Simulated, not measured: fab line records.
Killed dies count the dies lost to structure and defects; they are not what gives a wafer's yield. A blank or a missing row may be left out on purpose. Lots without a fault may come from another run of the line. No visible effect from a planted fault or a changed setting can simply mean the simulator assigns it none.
fab line records	flow nandHarc
record lots=12	wafers=36	lastDay=33
route steps=1302 shown A_STAIRCASE@813 END@1302
lots that met no fault: from a run of the same line without faults
startH: start of the lot's first displayed wafer, in hours after the record's first day	waitH: how many hours have passed since the lot's step before this one	" the same as in the row above	L1.1+2: several wafers, shown together as one row	- no value present, or no start provided	* or withheld: withheld	< > ~ a bound
route shown NAME@n: names a module that has steps shown in the file, with the first one's number in the route	usual: mean/standard deviation taken from wafers without a fault	same: alike in all rows	chamber/n: place in a boat	sites: per-site readings	_std_site: the standard deviation of these	_edge_site: mean of outer sites minus mean of inner sites	radiusMm: how far each site lies from the wafer's centre	mask NAME#n: copy n	behind: the tool/chamber that last shaped the wafer	hold: reason for holding the lot/hours on hold/outcome of the hold	device: the n, p or np transistor that did not switch	end of line: at the end of the route, the tests of the same wafers	a step given without rows: its recipe and nothing more	killed: dies lost to structure and defects at the first sort, not the wafer's yield	map: the dies of a wafer, with x for killed, . for not killed, _ for no die there
set.NAME: the setting the step ran with; set.NAME@STEP: the setting that earlier step ran with	model.NAME: the simulator's own value behind a step, which no gauge read
one table for each step of the route and one row for each wafer, over a sample of lots
services: from which hour (startH, from the record's first day; less than 0 if before it) a tool's chamber was out of use, for how many hours, and why
## steps
# step NHARC_A_STAIRCASE_STRIP_295
# recipe o2FlowSccm=500	arFlowSccm=0	biasW=0	chemistry=O2
# usual drypumpMotorCurrentA=5.6/0.38	oesProductAu=1.001/0.0084	rfVppV=57.8/0.85	showerheadPlenumPTorr=3.55/0.14	throttleValvePct=17.036/0.009
lot.wafer	tool	chamber	startH	waitH	drypumpMotorCurrentA	oesProductAu	rfHoursCounterH	rfVppV	showerheadPlenumPTorr	throttleValvePct
L841.3	rieDiel-04	1	-	-	4.8	1.016	4	57.0	3.38	17.038
L841.4	"	0	"	"	5.9	0.996	4	57.7	3.53	17.019
L841.6	"	1	"	"	4.8	1.012	-	58.4	3.38	17.042
L844.2	rieDiel-04	3	-	-	5.3	1.002	12	56.9	3.63	17.038
L844.1	"	1	"	"	4.8	1.018	12	57.4	3.37	17.036
L844.4	"	2	"	"	5.8	1.000	10	59.5	3.75	17.038
L852.3	rieDiel-07	3	-	-	6.0	0.989	3	59.2	3.58	17.048
L852.1	"	0	"	"	5.8	0.996	4	57.4	3.65	17.013
L852.5	"	0	"	"	5.8	1.001	-	57.7	3.65	17.044
L853.3	rieDiel-08	3	-	-	5.7	1.013	39	57.5	3.43	17.038
L853.4	"	1	"	"	6.0	0.995	36	58.8	3.79	17.040
L853.6	"	2	"	"	5.5	1.010	-	58.0	3.37	17.037
L854.4	rieDiel-04	0	-	-	5.8	0.989	44	59.1	3.51	17.025
L854.2	"	1	"	"	4.8	1.014	43	57.2	3.36	17.038
L854.6	"	1	"	"	4.8	1.009	-	57.3	3.36	17.026
L856.2	rieDiel-04	3	-	-	5.3	1.002	46	56.9	3.61	17.045
L856.3	"	1	"	"	4.8	1.014	46	56.0	3.35	17.038
L856.5	"	2	"	"	5.8	0.995	-	59.0	3.73	17.018
L858.2	rieDiel-04	2	-	-	5.8	1.000	1	56.7	3.72	17.029
L858.3	"	0	"	"	5.8	0.987	1	57.4	3.51	17.046
L858.5	"	1	"	"	4.8	1.006	-	56.2	3.35	17.045
L857.2	rieDiel-07	2	-	-	5.6	1.004	24	55.4	3.48	17.029
L857.1	"	3	"	"	6.0	1.013	23	57.2	3.57	17.021
L857.6	"	1	"	"	5.5	1.002	-	57.4	3.44	17.015
L860.4	rieDiel-07	0	-	-	5.8	0.985	35	57.9	3.63	17.022
L860.5	"	1	"	"	5.5	0.989	-	56.7	3.44	17.030
L860.6	"	2	"	"	5.6	0.999	-	58.1	3.48	17.049
L861.3	rieDiel-08	3	-	-	5.7	1.005	6	58.5	3.42	17.029
L861.1	"	0	"	"	5.3	1.015	8	59.2	3.70	17.027
L861.4	"	1	"	"	6.0	0.987	8	58.0	3.77	17.045
L863.2	rieDiel-04	0	-	-	5.8	0.999	16	57.9	3.50	17.036
L863.5	"	2	"	"	5.9	0.990	-	58.2	3.72	17.039
L863.6	"	3	"	"	5.2	1.000	-	58.4	3.60	17.033
L864.2	rieDiel-08	2	-	-	5.5	0.995	16	58.6	3.35	17.047
L864.1	"	3	"	"	5.7	0.992	15	58.2	3.41	17.054
L864.5	"	2	"	"	5.4	1.007	-	57.4	3.35	17.036
# step NHARC_A_STAIRCASE_DEP_301
# recipe targetThkA=300	targetThkNm=30	tempC=400	pressureTorr=3.5	flowSccm=200	rfW=350	material=SiON
# usual heaterPowerW=705/65
lot.wafer	tool	chamber	startH	waitH	heaterPowerW
L841.3	pecvd-02	1	379.63	1.0	785
L841.6	"	1	"	"	783
L841.4	"	2	"	"	823
L844.1	pecvd-01	0	408.36	1.6	672
L844.2	"	2	"	"	618
L844.4	"	1	"	"	653
L852.3	pecvd-03	2	493.43	0.9	659
L852.1	"	0	"	"	838
L852.5	"	2	"	"	659
L853.3	pecvd-03	1	496.77	1.0	708
L853.6	"	1	"	"	720
L853.4	"	2	"	"	681
L854.2	pecvd-03	1	512.47	1.3	752
L854.4	"	0	"	"	849
L854.6	"	2	"	"	731
L856.2	pecvd-02	0	519.24	1.3	703
L856.3	"	2	"	"	782
L856.5	"	2	"	"	762
L858.3	pecvd-02	1	547.00	0.9	826
L858.2	"	0	"	"	721
L858.5	"	0	"	"	715
L857.2	pecvd-01	1	552.56	1.3	616
L857.1	"	0	"	"	689
L857.6	"	0	"	"	683
L860.4	pecvd-01	2	573.48	0.7	672
L860.5	"	2	"	"	694
L860.6	"	0	"	"	619
L861.1	pecvd-02	2	574.37	1.6	805
L861.3	"	0	"	"	714
L861.4	"	2	"	"	806
L863.2	pecvd-01	1	593.82	1.3	645
L863.6	"	0	"	"	704
L863.5	"	2	"	"	653
L864.1	pecvd-01	0	610.74	1.5	592
L864.2	"	1	"	"	662
L864.5	"	0	"	"	608
# step NHARC_A_STAIRCASE_STRIP_316
# recipe o2FlowSccm=500	arFlowSccm=0	biasW=0	chemistry=O2
# usual drypumpMotorCurrentA=5.6/0.35	oesProductAu=1.000/0.0086	rfVppV=57.9/0.89	showerheadPlenumPTorr=3.55/0.14	throttleValvePct=17.036/0.0096
lot.wafer	tool	chamber	startH	waitH	drypumpMotorCurrentA	oesProductAu	rfHoursCounterH	rfVppV	showerheadPlenumPTorr	throttleValvePct
L841.3	rieDiel-08	3	-	-	5.7	1.014	2	56.3	3.46	17.027
L841.4	"	0	"	"	5.3	1.014	2	58.5	3.74	17.026
L841.6	"	0	"	"	5.3	1.016	-	57.7	3.74	17.023
L844.2	rieDiel-07	0	-	-	5.8	1.003	35	59.4	3.67	17.037
L844.1	"	1	"	"	5.5	0.998	32	57.5	3.47	17.039
L844.4	"	3	"	"	6.0	0.990	42	57.1	3.59	17.046
L852.1	rieDiel-08	0	-	-	5.3	1.001	38	58.3	3.72	17.010
L852.3	"	1	"	"	6.0	0.992	38	57.9	3.79	17.036
L852.5	"	3	"	"	5.7	0.989	-	58.5	3.43	17.043
L853.4	rieDiel-07	2	-	-	5.6	1.002	8	58.4	3.49	17.024
L853.3	"	3	"	"	6.0	1.011	6	57.9	3.58	17.034
L853.6	"	1	"	"	5.5	0.999	-	56.8	3.45	17.048
L854.2	rieDiel-04	0	-	-	5.8	0.984	45	58.3	3.51	17.033
L854.4	"	2	"	"	5.8	0.994	45	58.6	3.73	17.038
L854.6	"	1	"	"	4.8	1.008	-	59.2	3.35	17.044
L856.2	rieDiel-04	1	-	-	4.8	1.018	47	57.1	3.35	17.042
L856.3	"	3	"	"	5.3	1.021	48	59.2	3.61	17.031
L856.5	"	1	"	"	4.8	1.027	-	57.6	3.35	17.033
L858.3	rieDiel-07	2	-	-	5.6	1.001	24	57.9	3.48	17.020
L858.2	"	0	"	"	5.8	0.987	27	57.8	3.64	17.016
L858.5	"	3	"	"	6.0	0.996	-	59.8	3.57	17.044
L857.2	rieDiel-07	3	-	-	6.0	0.996	24	56.7	3.57	17.035
L857.1	"	0	"	"	5.8	0.992	28	58.6	3.64	17.030
L857.6	"	2	"	"	5.6	0.998	-	56.2	3.48	17.045
L860.4	rieDiel-08	3	-	-	5.7	0.993	7	57.1	3.42	17.043
L860.5	"	2	"	"	5.5	1.007	-	57.1	3.36	17.037
L860.6	"	3	"	"	5.7	0.998	-	58.3	3.42	17.036
L861.4	rieDiel-07	1	-	-	5.5	1.003	36	57.3	3.44	17.028
L861.1	"	2	"	"	5.6	0.992	31	58.3	3.48	17.051
L861.3	"	0	"	"	5.8	0.998	37	57.4	3.63	17.028
L863.2	rieDiel-04	1	-	-	4.8	1.005	19	58.0	3.34	17.038
L863.6	"	0	"	"	5.8	1.001	-	58.0	3.50	17.036
L863.5	"	1	"	"	4.8	1.009	-	58.3	3.34	17.037
L864.2	rieDiel-04	2	-	-	5.8	1.000	21	57.8	3.71	17.027
L864.1	"	3	"	"	5.3	0.995	18	57.5	3.60	17.039
L864.5	"	1	"	"	4.8	1.004	-	58.7	3.34	17.045
# step NHARC_A_STAIRCASE_ETCHBACK_416
# recipe targetDepthA=360	timeS=7.2	c4f8FlowSccm=withheld	o2FlowSccm=8	arFlowSccm=withheld	rfW=600	biasW=800	chemistry=C4F8/O2/Ar
# usual biasW=800.2/2.2	chamberPressureMTorr=24.999/0.023	oesProductAu=0.937/0.025	rfVppV=724/4.4	timeS=7.2/0
lot.wafer	tool	chamber	startH	waitH	biasW	chamberPressureMTorr	oesProductAu	rfHoursCounterH	rfVppV	timeS
L841.4	rieDiel-04	1	384.41	-	802.9	24.990	0.935	8	720	7.2
L841.3	"	2	"	"	797.4	25.018	0.933	7	730	7.2
L841.6	"	3	"	"	799.8	25.019	0.926	-	725	7.2
L844.1	rieDiel-04	1	413.26	-	801.9	24.986	0.941	13	719	7.2
L844.4	"	2	"	"	798.8	24.988	0.929	12	729	7.2
L844.2	"	3	"	"	801.6	25.001	0.927	14	726	7.2
L852.1	rieDiel-08	2	498.56	-	-	-	-	-	-	-
L852.3	"	3	"	"	-	-	-	-	-	-
L852.5	"	1	"	"	-	-	-	-	-	-
L853.3	rieDiel-07	2	501.66	-	-	-	-	-	-	-
L853.4	"	0	"	"	-	-	-	-	-	-
L853.6	"	3	"	"	-	-	-	-	-	-
L854.2	rieDiel-04	3	517.37	-	-	-	-	-	-	-
L854.4	"	1	"	"	-	-	-	-	-	-
L854.6	"	3	"	"	-	-	-	-	-	-
L856.2	rieDiel-08	3	524.73	-	800.1	25.023	0.927	50	722	7.2
L856.3	"	0	"	"	807.5	25.026	0.934	48	730	7.2
L856.5	"	2	"	"	802.7	25.012	0.939	-	718	7.2
L858.2	rieDiel-04	1	552.45	-	796.0	25.006	0.930	4	719	7.2
L858.3	"	3	"	"	800.2	25.005	1.000	2	725	7.2
L858.5	"	1	"	"	800.0	25.004	0.925	-	718	7.2
L857.1	rieDiel-08	2	558.06	-	798.5	25.033	1.009	1	720	7.2
L857.2	"	0	"	"	799.3	25.026	1.004	0	728	7.2
L857.6	"	1	"	"	801.3	24.976	0.998	-	730	7.2
L860.4	rieDiel-04	2	578.50	-	798.5	25.016	0.921	13	730	7.2
L860.6	"	1	"	"	798.8	24.977	0.940	-	717	7.2
L860.5	"	2	"	"	801.1	24.997	0.925	-	729	7.2
L861.4	rieDiel-04	0	580.33	-	795.1	24.973	0.923	15	722	7.2
L861.3	"	2	"	"	798.9	25.003	0.922	13	729	7.2
L861.1	"	3	"	"	801.4	24.991	0.928	10	725	7.2
L863.2	rieDiel-08	0	598.61	-	800.1	25.016	0.914	12	727	7.2
L863.5	"	1	"	"	801.0	24.997	0.918	-	730	7.2
L863.6	"	2	"	"	799.7	24.947	0.924	-	719	7.2
L864.1	rieDiel-07	3	615.68	-	801.9	25.046	0.923	44	724	7.2
L864.2	"	1	"	"	805.9	25.011	0.909	46	720	7.2
L864.5	"	3	"	"	801.7	25.005	0.937	-	723	7.2
# step NHARC_END_SORT_01
# recipe tempC=25
# usual killedAtArray=60/21	killedAtOther=1.0/1.2	killedAtPeriphery=4.2/2.8	killedDies=65/20	killedOpen=3.1/1.8	killedShort=2.6/1.6
# same grossDies=677
lot.wafer	tool	chamber	startH	waitH	killedAtArray	killedAtOther	killedAtPeriphery	killedDies	killedOpen	killedShort
L852.1	prober-02	0	662.71	2.5	669	1	7	677	3	5
L852.3	prober-02	0	664.29	3.1	664	4	9	677	5	0
L852.5	prober-02	0	665.87	3.7	665	1	11	677	3	5
L853.3	prober-01	0	665.72	3.1	674	0	3	677	2	4
L853.4	prober-01	0	666.51	3.4	677	0	0	677	1	2
L853.6	prober-01	0	668.08	3.9	677	0	0	677	1	2
L854.2	prober-01	0	694.11	2.8	675	0	2	677	4	2
L854.4	prober-01	0	695.73	3.4	670	0	7	677	2	5
L854.6	prober-01	0	697.36	4.1	670	0	7	677	1	2
# killed by level:class
L852.1 A_STAIRCASE:areaEtchback=631 A_SLIT:chamberFilmFlake=12 A_CHANNEL_HOLE_D1:chamberFilmFlake=10 A_STAIRCASE:chamberFilmFlake=5 A_DECK1_JOINT:geometricParticle:short=2 A_WL_FILL:geometricParticle:short=2 P_BONDPAD:chamberFilmFlake=2 A_CONTACT:chamberFilmFlake=2
L852.3 A_STAIRCASE:areaEtchback=629 A_SLIT:chamberFilmFlake=16 A_CHANNEL_HOLE_D1:chamberFilmFlake=6 A_STAIRCASE:chamberFilmFlake=5 P_BONDPAD:chamberFilmFlake=3 THIN_TSV:chamberFilmFlake=3 P_CONTACT:geometricParticle:open=2 P_ZERO_WELL:chamberFilmFlake=2
L853.3 A_STAIRCASE:areaEtchback=601 A_CHANNEL_HOLE_D1:chamberFilmFlake=34 A_CHANNEL_HOLE_D2:chamberFilmFlake=22 A_ZERO_WELL:chamberFilmFlake=4 A_SLIT:chamberFilmFlake=3 A_STAIRCASE:chamberFilmFlake=2 A_CONTACT:chamberFilmFlake=2 P_STI:geometricParticle:open=1
L852.5 A_STAIRCASE:areaEtchback=624 A_SLIT:chamberFilmFlake=17 A_CHANNEL_HOLE_D1:chamberFilmFlake=8 A_STAIRCASE:chamberFilmFlake=4 A_CONTACT:chamberFilmFlake=4 P_CONTACT:geometricParticle:short=3 P_GATE:chamberFilmFlake=2 A_ZERO_WELL:chamberFilmFlake=2
L853.4 A_STAIRCASE:areaEtchback=619 A_CHANNEL_HOLE_D1:chamberFilmFlake=35 A_CHANNEL_HOLE_D2:chamberFilmFlake=8 A_STAIRCASE:chamberFilmFlake=7 A_ZERO_WELL:chamberFilmFlake=2 A_CHANNEL_FILL_D2:chamberFilmFlake=2 A_DECK1_JOINT:geometricParticle:short=1 A_SLIT:geometricParticle:short=1
L853.6 A_STAIRCASE:areaEtchback=622 A_CHANNEL_HOLE_D1:chamberFilmFlake=31 A_CHANNEL_HOLE_D2:chamberFilmFlake=11 A_M0:chamberFilmFlake=3 A_ZERO_WELL:chamberFilmFlake=2 A_STAIRCASE:chamberFilmFlake=2 A_CONTACT:chamberFilmFlake=2 A_ONON_D2:geometricParticle:short=1
L854.2 A_STAIRCASE:areaEtchback=620 A_SLIT:chamberFilmFlake=30 A_CHANNEL_HOLE_D1:chamberFilmFlake=7 A_WL_FILL:chamberFilmFlake=6 A_CHANNEL_HOLE_D2:geometricParticle:open=3 A_DECK1_JOINT:chamberFilmFlake=2 A_CHANNEL_FILL_D2:chamberFilmFlake=2 A_SOURCE_PLATE:geometricParticle:short=1
L854.4 A_STAIRCASE:areaEtchback=634 A_SLIT:chamberFilmFlake=20 P_CONTACT:chamberFilmFlake=5 A_ONON_D1:geometricParticle:short=2 A_CHANNEL_FILL_D2:geometricParticle:short=2 P_BONDPAD:chamberFilmFlake=2 A_CHANNEL_HOLE_D1:chamberFilmFlake=2 A_STAIRCASE:chamberFilmFlake=2
L854.6 A_STAIRCASE:areaEtchback=631 A_SLIT:chamberFilmFlake=18 P_CONTACT:chamberFilmFlake=6 A_WL_FILL:chamberFilmFlake=5 A_CONTACT:chamberFilmFlake=4 A_ZERO_WELL:chamberFilmFlake=2 A_CHANNEL_HOLE_D1:chamberFilmFlake=2 A_STAIRCASE:chamberFilmFlake=2
## services
tool	chamber	startH	hours	kind
rieDiel-04	-	356.20	9.0	pm
rieDiel-04	0	356.20	9.0	ventCycle
pecvd-03	-	366.61	13.0	pm
rieDiel-08	-	367.91	9.0	pm
rieDiel-07	1	374.61	3.3	repair
rieDiel-07	0	388.16	14.9	repair
pecvd-02	1	397.50	6.1	repair
pecvd-02	-	408.00	13.0	pm
rieDiel-08	2	409.45	4.7	repair
pecvd-01	-	459.76	1.4	repair
rieDiel-07	1	459.92	9.0	repair
pecvd-02	1	464.95	13.5	repair
rieDiel-07	-	471.62	9.0	pm
pecvd-01	-	478.88	1.2	repair
pecvd-01	-	492.07	13.0	pm
pecvd-03	-	521.54	1.5	repair
pecvd-01	2	530.74	6.2	repair
rieDiel-04	-	533.20	9.0	pm
pecvd-03	-	547.83	13.0	pm
rieDiel-04	2	556.72	1.8	repair
pecvd-01	1	572.70	4.7	repair
pecvd-02	-	589.11	13.0	pm
rieDiel-08	0	589.91	4.2	repair
pecvd-01	0	605.57	3.9	repair
## key
firstSign step=NHARC_A_STAIRCASE_ETCHBACK_416	reading=toolRecord	direction=missing
effect step=NHARC_END_SORT_01	reading=killedDies	direction=up	sigmas=31	usual=65	struck=677
moreKillsBornAt NHARC_A_STAIRCASE_ETCHBACK_416@rieDiel-04=1885	NHARC_A_STAIRCASE_ETCHBACK_416@rieDiel-08=1884	NHARC_A_STAIRCASE_ETCHBACK_416@rieDiel-07=1842
metAt NHARC_A_STAIRCASE_ETCHBACK_416
struckLots L852,L853,L854
laterRowsLeftOut L852.1,L852.3,L852.5,L853.3,L853.4,L853.6,L854.2,L854.4,L854.6
testerLeftOut L852,L853,L854
notActingAt NHARC_A_STAIRCASE_STRIP_295,NHARC_A_STAIRCASE_DEP_301,NHARC_A_STAIRCASE_STRIP_316
onsetBetween 413.26 498.56
fault kind=skippedStepWhole	tool=rieDiel-04,rieDiel-07,rieDiel-08	chamber=-	onsetH=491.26	steps=NHARC_A_STAIRCASE_ETCHBACK_416	scope=struckLotsOnly
# testerLeftOut: of these lots the tester's yield and bins aren't shown, on N5 and GAA mostly nor the transistor test; their killed dies are dies lost to structure and defects alone, not to doping, threshold or leakage, so they don't give the yield
# laterRowsLeftOut: the simulator's readings of these wafers behind a module that went badly wrong aren't trusted and aren't shown, but for the sort
